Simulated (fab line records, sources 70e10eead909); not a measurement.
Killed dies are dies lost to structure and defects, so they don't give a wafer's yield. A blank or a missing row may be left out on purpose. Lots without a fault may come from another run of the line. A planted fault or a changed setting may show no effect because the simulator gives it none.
Chamber matching | flow nand_harc | NHARC_P_GATE_DEP_103 on pecvd-04: 3 sister chambers
The step deposits SiON, target thk 30 nm. 14 wafers are shown with their chamber, then 7 later ones without.

WAFERS WITH THEIR CHAMBER
wafer  | chamber | heater_power_w (W)
L124.2 | 2       | 648
L124.3 | 0       | 698
L124.5 | 2       | 641
L123.1 | 1       | 754
L123.2 | 0       | 813
L123.5 | 1       | 764
L128.2 | 2       | 669
L128.3 | 1       | 757
L128.6 | 0       | 687
L130.1 | 2       | 661
L130.2 | 1       | 811
L130.4 | 0       | 808
L129.2 | 1       | 770
L129.4 | 0       | 761

SIGNATURES (means of the wafers above)
reading        | chamber 0 | chamber 1 | chamber 2 | scatter within a chamber
heater_power_w | 753.40    | 771.20    | 654.75    | 38.9
Rule: a wafer's distance from a chamber is the root of the sum, over the readings, of the square of ((its reading less the chamber's mean) divided by the reading's scatter). The wafer belongs to the nearest chamber; if the next one is less than 2 further off, it can't be placed. The scatter: the root of (the sum of the squares of (reading less its chamber's mean) over the shown wafers, divided by (wafers less chambers)).

WAFERS WITHOUT THEIR CHAMBER
wafer  | heater_power_w (W)
L129.6 | 803
L134.1 | 780
L134.4 | 793
L134.5 | 783
L135.1 | 719
L135.4 | 729
L135.6 | 775

WHICH CHAMBER EACH WENT THROUGH
wafer  | from the rows above          | in truth
L129.6 | can't be placed: 1 or 0      | 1
L134.1 | can't be placed: 1 or 0      | 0
L134.4 | can't be placed: 1 or 0      | 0
L134.5 | can't be placed: 1 or 0      | 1
L135.1 | can't be placed: 0 or 1 or 2 | 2
L135.4 | can't be placed: 0 or 1 or 2 | 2
L135.6 | can't be placed: 1 or 0      | 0
Placed correctly: 0 of 7. Can't be placed from these rows: 7 (the true chamber is among the candidates in 7). Placed wrongly: 0.
